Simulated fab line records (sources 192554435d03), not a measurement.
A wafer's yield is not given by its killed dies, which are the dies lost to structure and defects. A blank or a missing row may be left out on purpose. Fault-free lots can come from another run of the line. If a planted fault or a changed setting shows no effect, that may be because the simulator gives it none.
Split-lot study	flow n5Finfet	on a route of 1938 steps: 7 lots, 21 wafers read

SPLIT DETAILS
At N5_BEOL_M8_VIA_ETCH_34 (etches SiCOH lowk in C4F6/O2, target depth 125.5 nm, time 50.5 s), the setting sourceW was moved away from the recipe's 345 W on 7 of the 21 wafers read, by -15.0% to +9.7%. All remaining wafers had this setting at the recipe value.

Reading taken at the split's own step.

THE READING
etch.depthNm (the simulator's own value, which no gauge read), in nm, at N5_BEOL_M8_VIA_ETCH_34 (etches SiCOH lowk in C4F6/O2, target depth 125.5 nm, time 50.5 s). There is no usual value for it anywhere in the file. Here, 14 wafers ran the recipe; their average is 125.1 nm with a standard deviation of 1.7 nm.

wafer	tool, chamber at the split	sourceW as run, W	against the recipe	etch.depthNm, nm	against lot-mates on the recipe
L075.2	rieDiel-05, 1	378.5	+9.7%	130.4	+6.9
L075.5	rieDiel-05, 1	378.5	+9.7%	130.6	+7.1
L075.6	rieDiel-05, 2	345	recipe	123.5	-
L081.2	rieDiel-02, 3	293.3	-15.0%	117.1	-7.8
L081.3	rieDiel-02, 0	345	recipe	125.6	-
L081.6	rieDiel-02, 1	345	recipe	124.2	-
L083.1	rieDiel-06, 3	306.7	-11.1%	119.7	-7.1
L083.4	rieDiel-06, 1	306.7	-11.1%	120.9	-5.9
L083.5	rieDiel-06, 1	345	recipe	126.8	-
L085.2	rieDiel-05, 2	345	recipe	123.1	-
L085.5	rieDiel-05, 0	345	recipe	127.9	-
L085.6	rieDiel-05, 1	345	recipe	124	-
L087.3	rieDiel-02, 0	345	recipe	125.2	-
L087.5	rieDiel-02, 0	345	recipe	125.9	-
L087.6	rieDiel-02, 3	345	recipe	124	-
L094.3	rieDiel-02, 1	363.5	+5.4%	130.6	+9.0
L094.5	rieDiel-02, 1	363.5	+5.4%	130.4	+8.8
L094.6	rieDiel-02, 2	345	recipe	121.6	-
L095.1	rieDiel-02, 1	345	recipe	127.2	-
L095.4	rieDiel-02, 1	345	recipe	126.9	-
L095.5	rieDiel-02, 3	345	recipe	124.9	-

THE FIT
A straight line over all 21 wafers: etch.depthNm changes by +0.546 nm for each +1% of sourceW; r = +0.89; the points scatter about the line by 1.7 nm.
The same after taking each lot's own level away (the mean of its wafers on the recipe; 21 wafers): +0.694 nm for each +1%; r = +0.91; scatter 1.9 nm.
The reading moves by 10 nm for the largest change in sourceW, on that fit.
From 121.60 to 126.80 nm: that is the span of the lots' own levels, equal to 3.0 times the standard deviation above.
Hence the slope depends on the lot-to-lot level, as the two fits are not the same.
Check: -10.6 nm against its lot-mates is what the line predicts for one of the wafers moved furthest among these (-15.0%) when that wafer is left out of the fit. Against them it came out at -7.8 nm.

OTHER SPLITS APPLIED TO THESE WAFERS
Other splits were also applied to these wafers ahead of the reading. Each is held against what the fit with the lots' levels taken away leaves over:
other split on the same wafers	wafers away from the commonest value	r with etch.depthNm (lot level and that fit taken away)
N5_BEOL_M6_ILD_DEP_00 timeS	6	-0.16
N5_BEOL_M6_TRENCH_ETCH_37 sourceW	6	-0.12
N5_BEOL_M8_PECVD_70 tempC	9	-0.25

FILE'S OWN FIT
etch.depthNm changes by +0.647 nm for each +1% of sourceW, r = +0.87.
